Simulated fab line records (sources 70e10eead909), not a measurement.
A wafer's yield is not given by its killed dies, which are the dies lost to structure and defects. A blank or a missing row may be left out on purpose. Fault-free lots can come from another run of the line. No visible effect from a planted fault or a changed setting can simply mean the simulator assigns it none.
Comparing a struck lot with a sound one + flow nandHarc + 14 out of 1302 route steps
Sound: wafers L692.1, L692.2, L692.6. Wafers struck: L691.3, L691.5, L691.6. The cause is named last.
Order at every step that has rows: each side's tool, ch and its chambers, its first start. Under that, the readings that differ: sound wafers + struck wafers + difference of the means + sigmas: that difference in standard deviations of wafers without a fault.
alike: readings whose means differ by less than 2 such deviations, and words and numbers that are the same on both sides. not compared: withheld readings, readings that some wafer has no value for, bounds like >300 that may hide the same value, and numbers for which the record gives no deviation and whose values overlap.
A row with sigmas, a row that says differs or no value, or rows on one side alone: a step with any of these is where the two part. Non-overlapping numbers with no deviation appear without sigmas and do not part them. A reading that every wafer of one side lacks parts them only if that side has two wafers or more.

first, 2 steps without rows for these wafers: NHARC_A_STAIRCASE_DESCUM_186 (chemistry O2, time 3 s); NHARC_A_STAIRCASE_TRIM_187 (chemistry O2, time 211.2 s).
NHARC_A_STAIRCASE_ETCH_188: etches the open film in C4F8/O2, target depth 100 nm, time 40.5 s.
  sound: rieDiel-01 ch 1,2; struck: rieDiel-07 ch 1,2,3
| reading             | sound             | struck            | difference | sigmas |
|---------------------|-------------------|-------------------|------------|--------|
| oesProductAu (a.u.) | 0.924 0.924 0.925 | 0.956 0.954 0.955 | +0.031     | +2     |
  alike: rfVppV
  not compared: rfHoursCounterH
NHARC_A_STAIRCASE_TRIM_189: chemistry O2, time 211.2 s.
  sound: rieDiel-01 ch 0,2,3; struck: rieDiel-07 ch 0,1
  alike: chamberPressureMTorr, drypumpMotorCurrentA, oesProductAu, rfVppV, showerheadPlenumPTorr, throttleValvePct
  not compared: rfHoursCounterH
then, 2 steps without rows for these wafers: NHARC_A_STAIRCASE_ETCH_190 (etches the open film in C4F8/O2, target depth 100 nm, time 40.5 s); NHARC_A_STAIRCASE_TRIM_191 (chemistry O2, time 211.2 s).
NHARC_A_STAIRCASE_ETCH_192: etches the open film in C4F8/O2, target depth 100 nm, time 40.5 s.
  sound: rieDiel-01 ch 1,3; struck: rieDiel-07 ch 0,3
| reading    | sound       | struck      | difference | sigmas |
|------------|-------------|-------------|------------|--------|
| rfVppV (V) | 894 887 887 | 904 899 903 | +13        | +2     |
  alike: oesProductAu
  not compared: rfHoursCounterH
NHARC_A_STAIRCASE_TRIM_193: chemistry O2, time 211.2 s.
  sound: rieDiel-01 ch 0,2,3; struck: rieDiel-07 ch 0,3
  alike: chamberPressureMTorr, drypumpMotorCurrentA, oesProductAu, rfVppV, showerheadPlenumPTorr, throttleValvePct
  not compared: rfHoursCounterH
then, 2 steps without rows for these wafers: NHARC_A_STAIRCASE_ETCH_194 (etches the open film in C4F8/O2, target depth 100 nm, time 40.5 s); NHARC_A_STAIRCASE_TRIM_196 (chemistry O2, time 211.2 s).
NHARC_A_STAIRCASE_ETCH_197: etches the open film in C4F8/O2, target depth 100 nm, time 40.5 s.
  sound: rieDiel-04 ch 2,3; struck: rieDiel-07 ch 0,1
  alike: oesProductAu, rfVppV
  not compared: rfHoursCounterH
NHARC_A_STAIRCASE_TRIM_198: chemistry O2, time 211.2 s.
  sound on rieDiel-04 ch 0,2,3, day 22 12:45; struck on rieDiel-07 ch 0,3, day 22 11:57
  no value came back on the struck wafers for any of 7 readings (biasW (W), chamberPressureMTorr (mTorr) and others); on the sound wafers biasW (W) reads 0 0 0
  not compared: rfHoursCounterH
then, 1 step without rows for these wafers: NHARC_A_STAIRCASE_ETCH_199 (etches the open film in C4F8/O2, target depth 100 nm, time 40.5 s).
-- record jumps: 8 days between struck wafers' starts before vs after; left off in module A_STAIRCASE, resumes in module END, first step shown is number 1302 of the route --
NHARC_END_SORT_01:
  at this point the record logs the struck wafers (prober-02 ch 0, day 30 17:15) and has no rows for the sound ones

== WHERE THEY PART ==
Last at NHARC_END_SORT_01 as far as this record goes, first at NHARC_A_STAIRCASE_ETCH_188.

WHY: what the simulator had put in
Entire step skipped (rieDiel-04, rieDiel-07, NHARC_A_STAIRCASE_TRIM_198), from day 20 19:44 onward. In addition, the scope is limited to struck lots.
